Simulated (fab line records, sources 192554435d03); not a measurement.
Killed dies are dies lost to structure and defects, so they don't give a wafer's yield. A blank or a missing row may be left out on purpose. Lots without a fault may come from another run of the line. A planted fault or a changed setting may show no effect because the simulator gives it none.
fab line records | flow n5_finfet
record lots=10 wafers=30 last_day=17
route steps=1938 shown BEOL_M3@1004 BEOL_M4@1025
lots that met no fault: from a run of the same line without faults
start_h: hours from the record's first day to the start of the lot's first wafer shown | wait_h: hours since the lot's step before | " the same as in the row above | L1.1+2: a row that stands for several wafers | - no value, or no start given | * or withheld: withheld | < > ~ a bound
route shown NAME@n: a module of which the file shows steps, and the number in the route of the first | usual: mean/standard deviation of fault-free wafers | same: alike in all rows | chamber/n: place in a boat | sites: the reading at each site | _std_site: their standard deviation | _edge_site: outer sites' mean less inner sites' | radius_mm: how far each site lies from the wafer's centre | mask NAME#n: copy n | behind: the tool/chamber that last shaped the wafer | hold: why the lot was held/for how many hours/how that ended | device: the transistor (n, p or np) that didn't switch | end of line: the same wafers' tests at the end of the route | a step without rows: its recipe alone | killed: dies lost to structure and defects at the first sort, not the wafer's yield | map: a wafer's dies, x killed, . not, _ none there
set.NAME: the setting as run; set.NAME@STEP: as run at that earlier step | model.NAME: the simulator's own value behind a step, which no gauge read
steps of the route over a sample of lots; a table a step, a row a wafer
services: from which hour (start_h, from the record's first day; less than 0 if before it) a tool's chamber was out of use, for how many hours, and why
## steps
# step N5_BEOL_M3_SPUTTER_90
# recipe material=Cu target_thk_a=45 temp_c=-20 chamber_pressure_pa=0.07 power_w=withheld time_s=8.29
# usual throttle_valve_pct=30.5/0.69
# columns lot.wafer tool chamber start_h wait_h throttle_valve_pct
L138.3 pvd_sputter-02 - 168.21 0.1 29.5
L138.5 " - " " 29.9
L138.6 " - " " 30.7
L139.3 pvd_sputter-01 - 168.73 0.1 29.6
L139.4 " - " " 30.9
L139.5 " - " " 30.3
L140.2 pvd_sputter-02 - 170.05 0.1 29.5
L140.4 " - " " 29.9
L140.5 " - " " 31.1
L142.4 pvd_sputter-01 - 181.44 0.1 30.8
L142.5 " - " " 29.8
L142.6 " - " " 30.3
L144.2 pvd_sputter-01 - 196.16 0.1 30.5
L144.3 " - " " 30.7
L144.5 " - " " 30.5
L145.1 pvd_sputter-03 - 199.53 0.1 31.3
L145.3 " - " " 31.1
L145.6 " - " " 31.2
L153.1 pvd_sputter-03 - 240.82 0.1 31.1
L153.3 " - " " 30.5
L153.4 " - " " 31.8
L155.1 pvd_sputter-03 - 270.96 0.1 31.2
L155.2 " - " " 31.2
L155.3 " - " " 30.4
L158.1 pvd_sputter-03 - 281.36 0.1 31.2
L158.2 " - " " 31.5
L158.6 " - " " 30.1
L159.2 pvd_sputter-01 - 282.37 0.1 29.7
L159.3 " - " " 29.7
L159.5 " - " " 30.5
# step N5_BEOL_M3_SPUTTER_94
# recipe material=Cu target_thk_a=45 temp_c=-20 chamber_pressure_pa=0.07 power_w=withheld time_s=8.29
# usual throttle_valve_pct=30.5/0.67
# columns lot.wafer tool chamber start_h wait_h throttle_valve_pct
L138.3 pvd_sputter-02 - 168.65 0.1 29.6
L138.5 " - " " 29.8
L138.6 " - " " 30.5
L139.3 pvd_sputter-01 - 169.17 0.1 29.5
L139.4 " - " " 30.8
L139.5 " - " " 30.9
L140.2 pvd_sputter-02 - 170.49 0.1 29.8
L140.4 " - " " 29.8
L140.5 " - " " 31.0
L142.4 pvd_sputter-01 - 181.88 0.1 30.8
L142.5 " - " " 29.4
L142.6 " - " " 30.7
L144.2 pvd_sputter-01 - 196.60 0.1 30.6
L144.3 " - " " 30.8
L144.5 " - " " 30.6
L145.1 pvd_sputter-03 - 199.97 0.1 31.3
L145.3 " - " " 31.3
L145.6 " - " " 31.1
L153.1 pvd_sputter-03 - 241.26 0.1 31.1
L153.3 " - " " 30.7
L153.4 " - " " 31.9
L155.1 pvd_sputter-03 - 271.40 0.1 31.3
L155.2 " - " " 31.1
L155.3 " - " " 30.7
L158.1 pvd_sputter-03 - 281.80 0.1 31.3
L158.2 " - " " 31.4
L158.6 " - " " 30.8
L159.2 pvd_sputter-01 - 282.81 0.1 29.7
L159.3 " - " " 29.5
L159.5 " - " " 30.6
# step N5_BEOL_M3_PRE_CLEAN_60
# recipe gas=NH3/H2 time_s=15 temp_c=* rf_power_w=300
# usual heater_power_w=77/10
# columns lot.wafer tool chamber start_h wait_h heater_power_w
L138.3 cvd_co-01 1 169.70 0.0 60
L138.5 " 0 " " 95
L138.6 " 1 " " 59
L139.3 cvd_co-01 0 170.98 0.0 92
L139.4 " 1 " " 58
L139.5 " 2 " " 75
L140.2 cvd_co-01 2 171.55 0.0 75
L140.4 " 2 " " 76
L140.5 " 1 " " 60
L142.4 cvd_co-01 2 183.14 0.1 76
L142.5 " 1 " " 58
L142.6 " 0 " " 94
L144.2 cvd_co-02 0 197.89 0.2 76
L144.3 " 1 " " 83
L144.5 " 0 " " 78
L145.1 cvd_co-02 1 201.01 0.0 83
L145.3 " 0 " " 76
L145.6 " 2 " " 73
L153.1 cvd_co-01 0 242.30 0.0 94
L153.3 " 1 " " 58
L153.4 " 0 " " 94
L155.1 cvd_co-01 2 272.46 0.0 75
L155.2 " 1 " " 61
L155.3 " 0 " " 96
L158.1 cvd_co-01 2 282.96 0.0 74
L158.2 " 1 " " 59
L158.6 " 0 " " 94
L159.2 cvd_co-01 2 283.85 0.0 77
L159.3 " 0 " " 94
L159.5 " 1 " " 60
# step N5_BEOL_M4_COAT_61
# recipe resist=SOC temp_c=250 time_s=60 spin_rpm=1500 resist_thk_nm=60
# usual dispense_pressure_kPa=49.6/2.4 spin_speed_rpm=1500.0/0.9
# columns lot.wafer tool chamber start_h wait_h dispense_pressure_kPa spin_speed_rpm
L138.3 litho_track-01 0 171.04 0.1 46.7 1500.3
L138.5 " 0 " " 46.7 1499.4
L138.6 " 0 " " 46.6 1499.7
L139.3 litho_track-01 0 171.93 0.1 46.7 1499.3
L139.4 " 0 " " 46.6 1499.8
L139.5 " 0 " " 46.6 1500.3
L140.2 litho_track-01 0 172.12 0.1 46.6 1499.6
L140.4 " 0 " " 46.6 1499.2
L140.5 " 0 " " 46.6 1499.0
L142.4 litho_track-01 0 183.72 0.1 46.6 1500.7
L142.5 " 0 " " 46.7 1500.6
L142.6 " 0 " " 46.6 1501.7
L144.2 litho_track-03 0 200.56 0.1 51.9 1500.8
L144.3 " 0 " " 51.9 1500.3
L144.5 " 0 " " 51.9 1498.7
L145.1 litho_track-03 0 202.30 0.1 51.9 1500.4
L145.3 " 0 " " 51.9 1500.8
L145.6 " 0 " " 51.9 1501.2
L153.1 litho_track-03 0 243.78 0.1 51.9 1196.4
L153.3 " 0 " " 52.0 1195.6
L153.4 " 0 " " 51.9 1197.6
L155.1 litho_track-03 0 273.05 0.1 51.9 1196.7
L155.2 " 0 " " 52.0 1195.1
L155.3 " 0 " " 51.9 1197.1
L158.1 litho_track-01 0 283.76 0.1 46.6 1499.8
L158.2 " 0 " " 46.6 1500.2
L158.6 " 0 " " 46.7 1500.7
L159.2 litho_track-01 0 284.72 0.1 46.6 1500.4
L159.3 " 0 " " 46.6 1500.1
L159.5 " 0 " " 46.7 1500.4
# step N5_BEOL_M4_RC_MEAS_101
# usual DIBL_N=36.3/1.4 DIBL_P=35.7/1.5 IOFF_N=0.155/0.022 IOFF_P=0.204/0.027 ION_N=671/9 ION_P=459/6.2 SS_N=71.5/0.54 SS_P=73.1/0.56 VT_N=250.2/2.6 VT_P=-251/3.3
# columns lot.wafer tool chamber start_h wait_h DIBL_N[mV/V] DIBL_P[mV/V] IOFF_N[nA/um] IOFF_P[nA/um] ION_N[uA/um] ION_P[uA/um] SS_N[mV/dec] SS_P[mV/dec] VT_N[mV] VT_P[mV]
L139.3 prober-02 0 183.83 0.3 37.2 36.6 0.163 0.231 675 466 71.6 73.9 247.0 -247
L139.4 " 0 " " 35.4 34.2 0.129 0.187 664 461 70.4 73.0 253.1 -248
L139.5 " 0 " " 34.5 32.8 0.117 0.180 659 458 70.5 72.1 252.6 -250
L138.3 prober-01 0 185.35 0.3 35.6 34.2 0.157 0.207 673 457 71.9 72.7 246.0 -248
L138.5 " 0 " " 34.3 33.4 0.136 0.192 661 461 71.4 72.6 249.0 -249
L138.6 " 0 " " 35.9 34.4 0.157 0.203 664 457 71.1 72.8 248.9 -250
L140.2 prober-01 0 186.80 0.2 35.3 35.6 0.162 0.216 677 466 71.7 73.3 247.9 -248
L140.4 " 0 " " 35.4 35.4 0.156 0.221 663 462 71.7 73.4 249.2 -249
L140.5 " 0 " " 34.2 33.7 0.144 0.187 671 457 70.8 72.3 250.9 -251
L142.4 prober-02 0 191.64 0.5 36.2 35.2 0.150 0.229 666 468 71.1 73.1 252.7 -247
L142.5 " 0 " " 34.4 33.4 0.129 0.214 670 471 70.6 72.0 251.9 -250
L142.6 " 0 " " 36.4 34.8 0.161 0.235 667 461 70.9 73.4 248.3 -247
L144.2 prober-01 0 209.97 0.2 39.1 38.6 0.197 0.257 682 466 72.3 73.6 247.3 -245
L144.3 " 0 " " 38.6 37.1 0.182 0.242 665 454 71.6 74.0 248.6 -246
L144.5 " 0 " " 38.9 37.1 0.195 0.238 678 458 73.4 73.4 250.4 -249
L145.1 prober-01 0 212.61 0.0 35.3 35.5 0.133 0.177 677 462 70.9 72.4 253.2 -255
L145.3 " 0 " " 36.1 35.9 0.149 0.185 661 451 71.3 73.4 251.9 -255
L145.6 " 0 " " 36.7 35.6 0.151 0.174 668 447 71.6 72.5 252.9 -258
L153.1 prober-02 0 255.69 0.0 38.7 36.4 0.170 0.212 677 462 72.5 73.1 246.9 -247
L153.3 " 0 " " 38.6 36.9 0.167 0.211 673 457 72.1 74.2 247.0 -252
L153.4 " 0 " " 37.4 35.5 0.143 0.199 668 456 72.0 73.8 252.2 -251
L155.1 prober-01 0 279.97 0.0 38.2 37.2 0.163 0.226 675 460 71.5 73.5 251.9 -251
L155.2 " 0 " " 39.4 38.3 0.194 0.262 683 467 71.7 74.3 246.3 -248
L155.3 " 0 " " 39.5 38.6 0.190 0.259 674 469 72.0 74.2 247.1 -249
L158.1 prober-01 0 293.64 0.0 36.0 35.2 0.143 0.185 674 459 71.3 72.9 252.5 -254
L158.2 " 0 " " 34.7 33.2 0.120 0.159 655 450 72.0 72.7 253.5 -254
L158.6 " 0 " " 37.8 37.7 0.188 0.224 682 464 71.5 73.9 245.5 -251
L159.2 prober-02 0 294.24 0.2 37.1 36.6 0.183 0.232 679 465 71.5 72.9 246.5 -248
L159.3 " 0 " " 36.2 35.7 0.157 0.210 667 458 71.2 72.2 250.3 -249
L159.5 " 0 " " 37.1 37.5 0.176 0.248 677 468 71.0 73.3 246.7 -245
## services
# columns tool chamber start_h hours kind
litho_track-01 - 161.64 - consumable_replace:filter
cvd_co-01 - 165.80 3.2 repair
cvd_co-01 - 171.90 2.5 repair
cvd_co-01 2 245.84 12.5 repair
cvd_co-01 - 262.09 4.3 pm
## key
first_sign step=N5_BEOL_M4_COAT_61 reading=spin_speed_rpm direction=down sigmas=99+ usual=* struck=*
effect none on later readings
met_at N5_BEOL_M4_COAT_61
struck_lots L153,L155
not_acting_at N5_BEOL_M3_SPUTTER_90,N5_BEOL_M3_SPUTTER_94,N5_BEOL_M3_PRE_CLEAN_60
onset_between 202.30 243.78
fault kind=process_parameter_drift tool=litho_track-03 chamber=- onset_h=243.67 steps=N5_BEOL_M4_COAT_61 channel=spin_rpm offset=* shape=step end_h=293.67 acts_in=* stated=*
